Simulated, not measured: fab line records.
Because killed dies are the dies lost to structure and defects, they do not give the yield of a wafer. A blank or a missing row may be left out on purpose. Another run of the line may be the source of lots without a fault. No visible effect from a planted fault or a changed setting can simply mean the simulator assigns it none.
Which tool is to blame? :: flow n5-finfet :: Sampling: 24 lots, 72 wafers, 5 of 1938 route steps

WHAT THE GAUGES SHOWED, per wafer
N5_BEOL_M3_OCD_MEAS_38.
lot: L074
measured: day 7 07:34
on: ocd-02
trench-depth-nm (nm): 55.9 56.1 56.1

lot: L075
measured: day 7 13:44
on: ocd-01
trench-depth-nm (nm): 56.3 54.9 56.7

lot: L076
measured: day 7 14:25
on: ocd-01
trench-depth-nm (nm): 54.3 53.4 53.7

lot: L077
measured: day 7 23:26
on: ocd-01
trench-depth-nm (nm): 54.4 56.2 55.3

lot: L078
measured: day 7 23:54
on: ocd-02
trench-depth-nm (nm): 54.9 56.5 54.7

lot: L079
measured: day 8 22:13
on: ocd-01
trench-depth-nm (nm): 56.0 56.6 55.1

lot: L080
measured: day 8 22:56
on: ocd-02
trench-depth-nm (nm): 53.5 53.5 53.3

lot: L081
measured: day 9 12:25
on: ocd-02
trench-depth-nm (nm): 53.8 55.4 56.1

lot: L082
measured: day 9 16:59
on: ocd-01
trench-depth-nm (nm): 55.8 55.7 55.5

lot: L083
measured: day 9 17:00
on: ocd-02
trench-depth-nm (nm): 54.9 56.4 56.4

lot: L084
measured: day 10 00:56
on: ocd-02
trench-depth-nm (nm): 53.9 55.7 55.4

lot: L085
measured: day 10 04:11
on: ocd-02
trench-depth-nm (nm): 54.5 55.4 53.5

lot: L087
measured: day 10 04:47
on: ocd-01
trench-depth-nm (nm): 55.7 55.3 55.0

lot: L086
measured: day 10 10:01
on: ocd-01
trench-depth-nm (nm): 55.7 55.8 56.5

lot: L088
measured: day 10 19:40
on: ocd-02
trench-depth-nm (nm): 55.0 53.7 53.1

lot: L089
measured: day 11 14:18
on: ocd-01
trench-depth-nm (nm): 55.1 56.7 54.4

lot: L090
measured: day 11 22:41
on: ocd-01
trench-depth-nm (nm): 55.4 57.1 56.1

lot: L091
measured: day 12 02:27
on: ocd-02
trench-depth-nm (nm): 55.5 55.1 55.3

lot: L093
measured: day 12 02:53
on: ocd-01
trench-depth-nm (nm): 55.0 56.9 55.2

lot: L092
measured: day 12 09:02
on: ocd-02
trench-depth-nm (nm): 53.4 55.3 56.9

lot: L095
measured: day 12 21:11
on: ocd-02
trench-depth-nm (nm): 55.4 57.6 56.6

lot: L094
measured: day 12 21:22
on: ocd-01
trench-depth-nm (nm): 55.7 55.9 55.9

lot: L097
measured: day 12 21:50
on: ocd-02
trench-depth-nm (nm): 55.7 52.7 56.1

lot: L096
measured: day 13 00:16
on: ocd-01
trench-depth-nm (nm): 56.5 52.6 53.9

N5_BEOL_M4_THK_MEAS_01.
lot: L074
measured: day 7 12:05
on: film-metro-02
M4_ILD_THK (nm): 79.1 78.2 79.8

lot: L075
measured: day 7 17:59
on: film-metro-01
M4_ILD_THK (nm): 79.2 78.7 80.6

lot: L076
measured: day 7 19:59
on: film-metro-02
M4_ILD_THK (nm): 77.4 76.6 79.4

lot: L077
measured: day 8 03:29
on: film-metro-02
M4_ILD_THK (nm): 78.0 80.6 79.4

lot: L078
measured: day 8 05:37
on: film-metro-01
M4_ILD_THK (nm): 76.3 77.1 77.1

lot: L079
measured: day 9 02:43
on: film-metro-02
M4_ILD_THK (nm): 79.9 79.9 80.9

lot: L080
measured: day 9 03:52
on: film-metro-02
M4_ILD_THK (nm): 77.5 77.8 78.7

lot: L081
measured: day 9 17:25
on: film-metro-02
M4_ILD_THK (nm): 77.4 77.3 78.9

lot: L082
measured: day 9 20:43
on: film-metro-01
M4_ILD_THK (nm): 77.7 79.0 78.9

lot: L083
measured: day 9 22:43
on: film-metro-01
M4_ILD_THK (nm): 78.7 80.3 79.8

lot: L084
measured: day 10 04:59
on: film-metro-01
M4_ILD_THK (nm): 78.8 78.5 80.0

lot: L085
measured: day 10 08:07
on: film-metro-02
M4_ILD_THK (nm): 78.0 78.1 79.1

lot: L087
measured: day 10 10:28
on: film-metro-02
M4_ILD_THK (nm): 78.7 78.4 79.8

lot: L086
measured: day 10 14:01
on: film-metro-01
M4_ILD_THK (nm): 77.4 77.5 78.4

lot: L088
measured: day 10 23:53
on: film-metro-02
M4_ILD_THK (nm): 79.6 78.4 80.1

lot: L089
measured: day 11 18:46
on: film-metro-01
M4_ILD_THK (nm): 78.1 79.4 81.2

lot: L090
measured: day 12 04:13
on: film-metro-01
M4_ILD_THK (nm): 78.3 79.0 78.3

lot: L091
measured: day 12 06:44
on: film-metro-01
M4_ILD_THK (nm): 77.8 79.2 79.0

lot: L093
measured: day 12 08:34
on: film-metro-01
M4_ILD_THK (nm): 79.6 79.7 80.3

lot: L092
measured: day 12 13:59
on: film-metro-01
M4_ILD_THK (nm): 78.4 78.5 79.3

lot: L095
measured: day 13 01:22
on: film-metro-01
M4_ILD_THK (nm): 77.3 78.7 79.2

lot: L094
measured: day 13 01:35
on: film-metro-01
M4_ILD_THK (nm): 77.8 79.0 78.9

lot: L097
measured: day 13 03:20
on: film-metro-02
M4_ILD_THK (nm): 78.9 79.7 80.3

lot: L096
measured: day 13 04:41
on: film-metro-02
M4_ILD_THK (nm): 76.9 77.2 78.9

WHAT TOOL EACH LOT RAN ON (gives the tool, then ch and the chambers of the sampled wafers, and finally the start)
lot: L074
N5_BEOL_M3_DEGAS_44: pvd-sputter-03, day 7 08:22
N5_BEOL_M3_ANNEAL_93: pvd-sputter-02, day 7 10:32
N5_BEOL_M4_ILD_DEP_00: pecvd-03 ch 0,2, day 7 12:02

lot: L075
N5_BEOL_M3_DEGAS_44: pvd-sputter-02, day 7 14:17
N5_BEOL_M3_ANNEAL_93: pvd-sputter-03, day 7 16:26
N5_BEOL_M4_ILD_DEP_00: pecvd-03 ch 0,1, day 7 17:55

lot: L076
N5_BEOL_M3_DEGAS_44: pvd-sputter-01, day 7 15:16
N5_BEOL_M3_ANNEAL_93: pvd-sputter-02, day 7 18:25
N5_BEOL_M4_ILD_DEP_00: pecvd-02 ch 0,1,2, day 7 19:55

lot: L077
N5_BEOL_M3_DEGAS_44: pvd-sputter-01, day 7 23:56
N5_BEOL_M3_ANNEAL_93: pvd-sputter-03, day 8 01:57
N5_BEOL_M4_ILD_DEP_00: pecvd-01 ch 0,1,2, day 8 03:25

lot: L078
N5_BEOL_M3_DEGAS_44: pvd-sputter-01, day 8 00:15
N5_BEOL_M3_ANNEAL_93: pvd-sputter-01, day 8 03:55
N5_BEOL_M4_ILD_DEP_00: pecvd-02 ch 0,1,2, day 8 05:33

lot: L079
N5_BEOL_M3_DEGAS_44: pvd-sputter-01, day 8 22:37
N5_BEOL_M3_ANNEAL_93: pvd-sputter-02, day 9 00:43
N5_BEOL_M4_ILD_DEP_00: pecvd-03 ch 0,2, day 9 02:39

lot: L080
N5_BEOL_M3_DEGAS_44: pvd-sputter-01, day 8 23:57
N5_BEOL_M3_ANNEAL_93: pvd-sputter-01, day 9 02:17
N5_BEOL_M4_ILD_DEP_00: pecvd-02 ch 1,2, day 9 03:47

lot: L081
N5_BEOL_M3_DEGAS_44: pvd-sputter-03, day 9 12:38
N5_BEOL_M3_ANNEAL_93: pvd-sputter-02, day 9 15:53
N5_BEOL_M4_ILD_DEP_00: pecvd-02 ch 0,1, day 9 17:22

lot: L082
N5_BEOL_M3_DEGAS_44: pvd-sputter-03, day 9 17:11
N5_BEOL_M3_ANNEAL_93: pvd-sputter-03, day 9 19:11
N5_BEOL_M4_ILD_DEP_00: pecvd-01 ch 1,2, day 9 20:39

lot: L083
N5_BEOL_M3_DEGAS_44: pvd-sputter-02, day 9 17:17
N5_BEOL_M3_ANNEAL_93: pvd-sputter-03, day 9 21:01
N5_BEOL_M4_ILD_DEP_00: pecvd-03 ch 0,1,2, day 9 22:38

lot: L084
N5_BEOL_M3_DEGAS_44: pvd-sputter-03, day 10 01:08
N5_BEOL_M3_ANNEAL_93: pvd-sputter-01, day 10 03:25
N5_BEOL_M4_ILD_DEP_00: pecvd-03 ch 0,1, day 10 04:55

lot: L085
N5_BEOL_M3_DEGAS_44: pvd-sputter-01, day 10 04:32
N5_BEOL_M3_ANNEAL_93: pvd-sputter-02, day 10 06:34
N5_BEOL_M4_ILD_DEP_00: pecvd-02 ch 1,2, day 10 08:02

lot: L087
N5_BEOL_M3_DEGAS_44: pvd-sputter-03, day 10 05:00
N5_BEOL_M3_ANNEAL_93: pvd-sputter-02, day 10 08:29
N5_BEOL_M4_ILD_DEP_00: pecvd-01 ch 0,1,2, day 10 10:24

lot: L086
N5_BEOL_M3_DEGAS_44: pvd-sputter-01, day 10 10:16
N5_BEOL_M3_ANNEAL_93: pvd-sputter-01, day 10 12:23
N5_BEOL_M4_ILD_DEP_00: pecvd-02 ch 1,2, day 10 13:57

lot: L088
N5_BEOL_M3_DEGAS_44: pvd-sputter-01, day 10 20:07
N5_BEOL_M3_ANNEAL_93: pvd-sputter-03, day 10 22:20
N5_BEOL_M4_ILD_DEP_00: pecvd-03 ch 1,2, day 10 23:49

lot: L089
N5_BEOL_M3_DEGAS_44: pvd-sputter-01, day 11 15:07
N5_BEOL_M3_ANNEAL_93: pvd-sputter-02, day 11 17:13
N5_BEOL_M4_ILD_DEP_00: pecvd-01 ch 0,1,2, day 11 18:42

lot: L090
N5_BEOL_M3_DEGAS_44: pvd-sputter-03, day 11 23:04
N5_BEOL_M3_ANNEAL_93: pvd-sputter-03, day 12 02:23
N5_BEOL_M4_ILD_DEP_00: pecvd-02 ch 1,2, day 12 04:09

lot: L091
N5_BEOL_M3_DEGAS_44: pvd-sputter-02, day 12 03:04
N5_BEOL_M3_ANNEAL_93: pvd-sputter-02, day 12 05:08
N5_BEOL_M4_ILD_DEP_00: pecvd-01 ch 0,2, day 12 06:40

lot: L093
N5_BEOL_M3_DEGAS_44: pvd-sputter-03, day 12 03:26
N5_BEOL_M3_ANNEAL_93: pvd-sputter-02, day 12 07:01
N5_BEOL_M4_ILD_DEP_00: pecvd-03 ch 0,1,2, day 12 08:31

lot: L092
N5_BEOL_M3_DEGAS_44: pvd-sputter-02, day 12 10:26
N5_BEOL_M3_ANNEAL_93: pvd-sputter-02, day 12 12:26
N5_BEOL_M4_ILD_DEP_00: pecvd-02 ch 0,1, day 12 13:55

lot: L095
N5_BEOL_M3_DEGAS_44: pvd-sputter-02, day 12 21:37
N5_BEOL_M3_ANNEAL_93: pvd-sputter-02, day 12 23:50
N5_BEOL_M4_ILD_DEP_00: pecvd-02 ch 0,2, day 13 01:18

lot: L094
N5_BEOL_M3_DEGAS_44: pvd-sputter-01, day 12 21:38
N5_BEOL_M3_ANNEAL_93: pvd-sputter-01, day 13 00:04
N5_BEOL_M4_ILD_DEP_00: pecvd-02 ch 0,1, day 13 01:32

lot: L097
N5_BEOL_M3_DEGAS_44: pvd-sputter-02, day 12 22:16
N5_BEOL_M3_ANNEAL_93: pvd-sputter-02, day 13 01:46
N5_BEOL_M4_ILD_DEP_00: pecvd-03 ch 0,2, day 13 03:16

lot: L096
N5_BEOL_M3_DEGAS_44: pvd-sputter-01, day 13 00:56
N5_BEOL_M3_ANNEAL_93: pvd-sputter-03, day 13 03:05
N5_BEOL_M4_ILD_DEP_00: pecvd-02 ch 1,2, day 13 04:37
- N5_BEOL_M3_DEGAS_44: time 60 s.
- N5_BEOL_M3_ANNEAL_93: time 240 s.
- N5_BEOL_M4_ILD_DEP_00: deposits SiOC from DEMS/O2, target thk 79 nm, time 15.3 s.

AS READ BY THE TOOLS THEMSELVES (means over the sampled wafers that have a number; for cases with no such wafer, the mark the record gives instead)
N5_BEOL_M3_DEGAS_44.
lot: L074
tool: pvd-sputter-03
heater-power-w (W): 349

lot: L075
tool: pvd-sputter-02
heater-power-w (W): 344

lot: L076
tool: pvd-sputter-01
heater-power-w (W): 337

lot: L077
tool: pvd-sputter-01
heater-power-w (W): 336

lot: L078
tool: pvd-sputter-01
heater-power-w (W): 304

lot: L079
tool: pvd-sputter-01
heater-power-w (W): 326

lot: L080
tool: pvd-sputter-01
heater-power-w (W): 339

lot: L081
tool: pvd-sputter-03
heater-power-w (W): 342

lot: L082
tool: pvd-sputter-03
heater-power-w (W): 317

lot: L083
tool: pvd-sputter-02
heater-power-w (W): 343

lot: L084
tool: pvd-sputter-03
heater-power-w (W): 348

lot: L085
tool: pvd-sputter-01
heater-power-w (W): 343

lot: L087
tool: pvd-sputter-03
heater-power-w (W): 370

lot: L086
tool: pvd-sputter-01
heater-power-w (W): 305

lot: L088
tool: pvd-sputter-01
heater-power-w (W): 337

lot: L089
tool: pvd-sputter-01
heater-power-w (W): 330

lot: L090
tool: pvd-sputter-03
heater-power-w (W): 370

lot: L091
tool: pvd-sputter-02
heater-power-w (W): 345

lot: L093
tool: pvd-sputter-03
heater-power-w (W): 374

lot: L092
tool: pvd-sputter-02
heater-power-w (W): 338

lot: L095
tool: pvd-sputter-02
heater-power-w (W): 353

lot: L094
tool: pvd-sputter-01
heater-power-w (W): 307

lot: L097
tool: pvd-sputter-02
heater-power-w (W): 350

lot: L096
tool: pvd-sputter-01
heater-power-w (W): 310

N5_BEOL_M3_ANNEAL_93.
lot: L074
tool: pvd-sputter-02
heater-power-w (W): 868

lot: L075
tool: pvd-sputter-03
heater-power-w (W): 863

lot: L076
tool: pvd-sputter-02
heater-power-w (W): 872

lot: L077
tool: pvd-sputter-03
heater-power-w (W): 781

lot: L078
tool: pvd-sputter-01
heater-power-w (W): 791

lot: L079
tool: pvd-sputter-02
heater-power-w (W): 834

lot: L080
tool: pvd-sputter-01
heater-power-w (W): 837

lot: L081
tool: pvd-sputter-02
heater-power-w (W): 858

lot: L082
tool: pvd-sputter-03
heater-power-w (W): 925

lot: L083
tool: pvd-sputter-03
heater-power-w (W): 949

lot: L084
tool: pvd-sputter-01
heater-power-w (W): 769

lot: L085
tool: pvd-sputter-02
heater-power-w (W): 878

lot: L087
tool: pvd-sputter-02
heater-power-w (W): 865

lot: L086
tool: pvd-sputter-01
heater-power-w (W): 777

lot: L088
tool: pvd-sputter-03
heater-power-w (W): 863

lot: L089
tool: pvd-sputter-02
heater-power-w (W): 859

lot: L090
tool: pvd-sputter-03
heater-power-w (W): 934

lot: L091
tool: pvd-sputter-02
heater-power-w (W): 867

lot: L093
tool: pvd-sputter-02
heater-power-w (W): 887

lot: L092
tool: pvd-sputter-02
heater-power-w (W): 873

lot: L095
tool: pvd-sputter-02
heater-power-w (W): 884

lot: L094
tool: pvd-sputter-01
heater-power-w (W): 773

lot: L097
tool: pvd-sputter-02
heater-power-w (W): 844

lot: L096
tool: pvd-sputter-03
heater-power-w (W): 856

N5_BEOL_M4_ILD_DEP_00.
lot: L074
tool: pecvd-03
heater-power-w (W): 472
rf-fwd-power-W (W): 494.6
showerhead-plenum-p-Torr (Torr): 5.707
throttle-valve-pct (%): 11.8

lot: L075
tool: pecvd-03
heater-power-w (W): 523
rf-fwd-power-W (W): 497.2
showerhead-plenum-p-Torr (Torr): 5.716
throttle-valve-pct (%): 12.0

lot: L076
tool: pecvd-02
heater-power-w (W): 428
rf-fwd-power-W (W): 494.3
showerhead-plenum-p-Torr (Torr): 5.676
throttle-valve-pct (%): 11.8

lot: L077
tool: pecvd-01
heater-power-w (W): 500
rf-fwd-power-W (W): 492.8
showerhead-plenum-p-Torr (Torr): 5.702
throttle-valve-pct (%): 11.8

lot: L078
tool: pecvd-02
heater-power-w (W): 416
rf-fwd-power-W (W): 493.3
showerhead-plenum-p-Torr (Torr): 5.686
throttle-valve-pct (%): 12.0

lot: L079
tool: pecvd-03
heater-power-w (W): 483
rf-fwd-power-W (W): 493.6
showerhead-plenum-p-Torr (Torr): 5.718
throttle-valve-pct (%): 11.8

lot: L080
tool: pecvd-02
heater-power-w (W): 406
rf-fwd-power-W (W): 492.1
showerhead-plenum-p-Torr (Torr): 5.680
throttle-valve-pct (%): 11.6

lot: L081
tool: pecvd-02
heater-power-w (W): 405
rf-fwd-power-W (W): 493.1
showerhead-plenum-p-Torr (Torr): 5.683
throttle-valve-pct (%): 12.3

lot: L082
tool: pecvd-01
heater-power-w (W): 445
rf-fwd-power-W (W): 496.3
showerhead-plenum-p-Torr (Torr): 5.713
throttle-valve-pct (%): 12.7

lot: L083
tool: pecvd-03
heater-power-w (W): 479
rf-fwd-power-W (W): 491.7
showerhead-plenum-p-Torr (Torr): 5.710
throttle-valve-pct (%): 12.2

lot: L084
tool: pecvd-03
heater-power-w (W): 543
rf-fwd-power-W (W): 492.2
showerhead-plenum-p-Torr (Torr): 5.720
throttle-valve-pct (%): 12.1

lot: L085
tool: pecvd-02
heater-power-w (W): 486
rf-fwd-power-W (W): 495.1
showerhead-plenum-p-Torr (Torr): 5.686
throttle-valve-pct (%): 11.5

lot: L087
tool: pecvd-01
heater-power-w (W): 439
rf-fwd-power-W (W): 492.8
showerhead-plenum-p-Torr (Torr): 5.702
throttle-valve-pct (%): 11.8

lot: L086
tool: pecvd-02
heater-power-w (W): 412
rf-fwd-power-W (W): 494.0
showerhead-plenum-p-Torr (Torr): 5.682
throttle-valve-pct (%): 11.7

lot: L088
tool: pecvd-03
heater-power-w (W): 545
rf-fwd-power-W (W): 492.8
showerhead-plenum-p-Torr (Torr): 5.712
throttle-valve-pct (%): 12.0

lot: L089
tool: pecvd-01
heater-power-w (W): 467
rf-fwd-power-W (W): 493.3
showerhead-plenum-p-Torr (Torr): 5.706
throttle-valve-pct (%): 11.9

lot: L090
tool: pecvd-02
heater-power-w (W): 431
rf-fwd-power-W (W): 495.1
showerhead-plenum-p-Torr (Torr): 5.684
throttle-valve-pct (%): 11.8

lot: L091
tool: pecvd-01
heater-power-w (W): 483
rf-fwd-power-W (W): 493.5
showerhead-plenum-p-Torr (Torr): 5.696
throttle-valve-pct (%): 11.1

lot: L093
tool: pecvd-03
heater-power-w (W): 513
rf-fwd-power-W (W): 494.4
showerhead-plenum-p-Torr (Torr): 5.711
throttle-valve-pct (%): 12.0

lot: L092
tool: pecvd-02
heater-power-w (W): 409
rf-fwd-power-W (W): 493.1
showerhead-plenum-p-Torr (Torr): 5.681
throttle-valve-pct (%): 12.2

lot: L095
tool: pecvd-02
heater-power-w (W): 467
rf-fwd-power-W (W): 493.6
showerhead-plenum-p-Torr (Torr): 5.688
throttle-valve-pct (%): 11.7

lot: L094
tool: pecvd-02
heater-power-w (W): 384
rf-fwd-power-W (W): 495.0
showerhead-plenum-p-Torr (Torr): 5.675
throttle-valve-pct (%): 12.4

lot: L097
tool: pecvd-03
heater-power-w (W): 464
rf-fwd-power-W (W): 494.8
showerhead-plenum-p-Torr (Torr): 5.707
throttle-valve-pct (%): 12.0

lot: L096
tool: pecvd-02
heater-power-w (W): 454
rf-fwd-power-W (W): 493.9
showerhead-plenum-p-Torr (Torr): 5.681
throttle-valve-pct (%): 11.7

THE ANSWER, worked out from the rows above alone
Rule: the usual values come from the lots themselves. The widest of any qualifying gaps counts: lots, ordered by their means at a reading, are off when they make up no more than a third of the lots, leave a main group of 4 or more, and stand apart from it by 3 or more times the standard deviation of that group's means. A main group is skipped when, at the precision printed for the reading in the tables above, its means are all equal. Also off: a lot with no number at a reading for which 4 or more lots have one. Where the step has rows for the other lots, those lots are counted as sound. After the gauges, taken in route order, come the tools' own readings; for these a lot's mean is taken, as printed above. At the first step where some lot is off, the reading lying furthest off is the one used; lots without a number count as furthest.
Nothing can be told from this: no lot is off at any reading shown.

WHAT WAS PUT IN BY THE SIMULATOR
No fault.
